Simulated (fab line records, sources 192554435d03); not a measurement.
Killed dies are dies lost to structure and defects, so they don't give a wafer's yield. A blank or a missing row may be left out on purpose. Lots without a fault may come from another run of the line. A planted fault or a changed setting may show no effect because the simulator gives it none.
A struck lot beside a sound one | flow n5_finfet | 36 steps out of a route of 1938
Sound: wafers L256.1, L256.2, L256.6. Struck: wafer L257.3. (L257.2, L257.4 of the same lot were not struck and are left out.) The cause comes at the end.
At each step with rows: each side's tool, then ch and its chambers, then its first start. Under that, the readings that differ: sound wafers | struck wafers | difference of the means | sigmas: that difference in standard deviations of wafers without a fault.
alike: readings whose means differ by less than 2 such deviations, and words and numbers that are the same on both sides. not compared: withheld readings, readings that some wafer has no value for, bounds like >300 that may hide the same value, and numbers for which the record gives no deviation and whose values overlap.
The two part at a step that has a row with sigmas, a row that says differs or no value, or rows on one side only. Numbers that don't overlap but have no deviation are shown without sigmas and don't part them. A reading that every wafer of one side lacks parts them only if that side has two wafers or more.

first, 9 steps without rows for these wafers: N5_BEOL_M5_DESCUM_33 (chemistry O2, time 7 s); N5_BEOL_M5_ETCH_75 (etches underlayer in N2/H2, target depth 6.5 nm, time 5.2 s); N5_BEOL_M5_ETCH_67 (etches SiARC in CF4, target depth 15.6 nm, time 26 s); N5_BEOL_M5_ETCH_68 (etches SOC in N2/H2, target depth 80 nm, overetch 16 nm, time 120 s); N5_BEOL_M5_STRIP_69 (strips in N2/H2); N5_BEOL_M5_STRIP_76 (strips in N2/H2); N5_BEOL_M5_VIA_ETCH_34 (etches SiCOH lowk in C4F6/O2, target depth 88.3 nm, time 39.2 s); N5_BEOL_M5_STRIP_85 (strips in C4F6/O2); N5_BEOL_M5_STRIP_36 (strips in N2/H2).
N5_BEOL_M5_TRENCH_ETCH_37: etches SiCOH lowk in C4F6/O2, target depth 71.652 nm, time 24.7 s.
  sound on rie_diel-01 ch 2,3, day 9 16:58; struck on rie_diel-01 ch 1, day 10 12:59
  reading                             | sound             | struck | difference | sigmas
  bias_w (W)                          | 184.3 184.8 184.3 | 210.6  | +26.1      | +47
  rf_fwd_power_W (W)                  | 336.9 337.9 336.9 | 343.4  | +6.2       | +4
  rf_vpp_V (V)                        | 660 651 660       | 759    | +102       | +9
  model.BEOL_M5.feature_depth_nm (nm) | 70.8 71.2 70.8    | 76.6   | +5.7       |
  model.etch.depth_nm (nm)            | 70.87 71.21 70.85 | 76.52  | +5.54      |
  alike: O2_flow_sccm, drypump_motor_current_A, oes_f_703_au, oes_o_777_au, oes_product_au, showerhead_plenum_p_Torr, throttle_valve_pct
  not compared: rf_hours_counter_h
then, 2 steps without rows for these wafers: N5_BEOL_M5_ETCH_41 (etches SiCN in CH3F/O2, target depth 31.5 nm, time 56.7 s); N5_BEOL_M5_STRIP_91 (strips in N2/H2, time 10 s).
N5_BEOL_M5_OCD_MEAS_38:
  sound on ocd-01, day 9 17:07; struck on ocd-01, day 10 13:08
  reading              | sound          | struck | difference | sigmas
  trench_depth_nm (nm) | 71.0 71.2 71.5 | 76.3   | +5.1       | +4
then, 21 steps without rows for these wafers: N5_BEOL_M5_HM_STRIP_39 (strips TiN in peroxide tin strip, target depth 25 nm, time 158 s); N5_BEOL_M5_SRD_40 (time 30 s); N5_BEOL_M5_PRECLEAN_42 (cleans in residue remover, time 60 s); N5_BEOL_M5_SRD_43 (time 30 s); N5_BEOL_M5_CURE_80 (cures SiCOH lowk, time 120 s); N5_BEOL_M5_DEGAS_44 (time 60 s); N5_BEOL_M5_PRE_CLEAN_45 (time 30 s); N5_BEOL_M5_ALD_86 (deposits TaN, pulse time 2 s, purge time 3 s, co reactant purge time 2 s); N5_BEOL_M5_SURFACE_TREAT_87; N5_BEOL_M5_CVD_47 (deposits Co from CCTBA/H2, target thk 3 nm, time 216 s); N5_BEOL_M5_SPUTTER_48 (material Cu, target thk 15 nm, time 27.62 s); N5_BEOL_M5_ANNEAL_49 (time 1800 s); N5_BEOL_M5_SPUTTER_81 (material Cu, target thk 15 nm, time 27.62 s); N5_BEOL_M5_ANNEAL_82 (time 1800 s); N5_BEOL_M5_SPUTTER_83 (material Cu, target thk 15 nm, time 27.62 s); N5_BEOL_M5_ANNEAL_84 (time 1800 s); N5_BEOL_M5_SPUTTER_88 (material Cu, target thk 15 nm, time 27.62 s); N5_BEOL_M5_ANNEAL_89 (time 1800 s); N5_BEOL_M5_SPUTTER_90 (material Cu, target thk 4.5 nm, time 8.29 s); N5_BEOL_M5_ECD_50 (material Cu, target thk 300 nm); N5_BEOL_M5_ANNEAL_51 (time 90 s).
N5_BEOL_M5_CMP_52: polishes, stops on SiCOH lowk, t overpolish 6.9 s, target thk 62 nm.
  sound on cmp-02 ch 1,3, day 9 23:57; struck on cmp-02 ch 3, day 10 19:17
  reading                                | sound                | struck | difference | sigmas
  head_pressure_psi (psi)                | 0.9982 1.0023 1.0008 | 0.9937 | -0.0067    | -3
  model.Cu_of_BEOL_M5_ECD_50.thk_nm (nm) | 60.4 62.6 62.4       | 67.6   | +5.8       |
  alike: barrier_field_endpoint_s, clearing_platen_down_force_psi, motor_current_A, overpolish_run_s, time_to_endpoint_s
-- the record jumps here: 4 days lie between the struck wafers' starts before and after (it left off in module BEOL_M5 and takes up again in module PASSIVATION, whose first step shown is number 1936 of the route) --
N5_PASSIVATION_PROBE_49:
  the record has rows for the struck wafers here (prober-01, day 14 13:56) and none for the sound ones

WHERE THEY PART
First at N5_BEOL_M5_TRENCH_ETCH_37; last, within this record, at N5_PASSIVATION_PROBE_49.

WHY: what the simulator had put in
Process parameter drift: rie_diel-01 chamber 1, from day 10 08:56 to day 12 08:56, at N5_BEOL_M5_TRENCH_ETCH_37. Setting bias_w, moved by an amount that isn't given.
